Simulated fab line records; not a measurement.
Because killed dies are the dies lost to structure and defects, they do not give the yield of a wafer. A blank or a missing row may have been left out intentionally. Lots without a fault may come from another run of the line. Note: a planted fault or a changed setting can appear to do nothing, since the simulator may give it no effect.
Chamber matching -- flow n5Finfet -- 4 sister chambers for N5_MOL_CONTACT_COAG_ETCH_67 on rieDiel-02
The step etches SOC in N2/H2, target depth 60 nm, overetch 21 nm, time 101.2 s. 4 wafers are shown with their chamber, then 8 later ones without.

## WAFERS WITH THEIR CHAMBER
wafer,chamber,showerheadPlenumPTorr (Torr)
L083.4,1,2.66
L085.2,3,2.47
L085.5,0,2.34
L087.1,2,2.49

## WAFERS WITH NO CHAMBER GIVEN
wafer,showerheadPlenumPTorr (Torr)
L087.4,2.46
L087.5,2.34
L093.1,2.48
L093.4,2.46
L093.5,2.33
L095.1,2.33
L095.2,2.48
L095.4,2.45

## WHICH CHAMBER EACH WENT THROUGH
wafer,from the rows above,in truth
L087.4,can't be placed: 3 or 2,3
L087.5,0,0
L093.1,can't be placed: 3 or 2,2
L093.4,can't be placed: 3 or 2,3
L093.5,0,0
L095.1,0,0
L095.2,can't be placed: 3 or 2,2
L095.4,can't be placed: 3 or 2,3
Correct placement for 3 of the 8. From these rows, 5 cannot be placed; in 5 the true chamber is one of the candidates. Placed wrongly: 0.
How it was worked out, from the rows above alone: a wafer's distance from a chamber is the root of the sum, over the readings, of the square of ((its reading less the chamber's mean) divided by the reading's scatter). The wafer belongs to the nearest chamber; if the next one is less than 2 further off, it can't be placed. For every chamber, the mean is computed from those of its wafers that are shown. The scatter: with one shown wafer a chamber, the root of the mean of the squares of how far each hidden wafer lies from its nearest shown one.
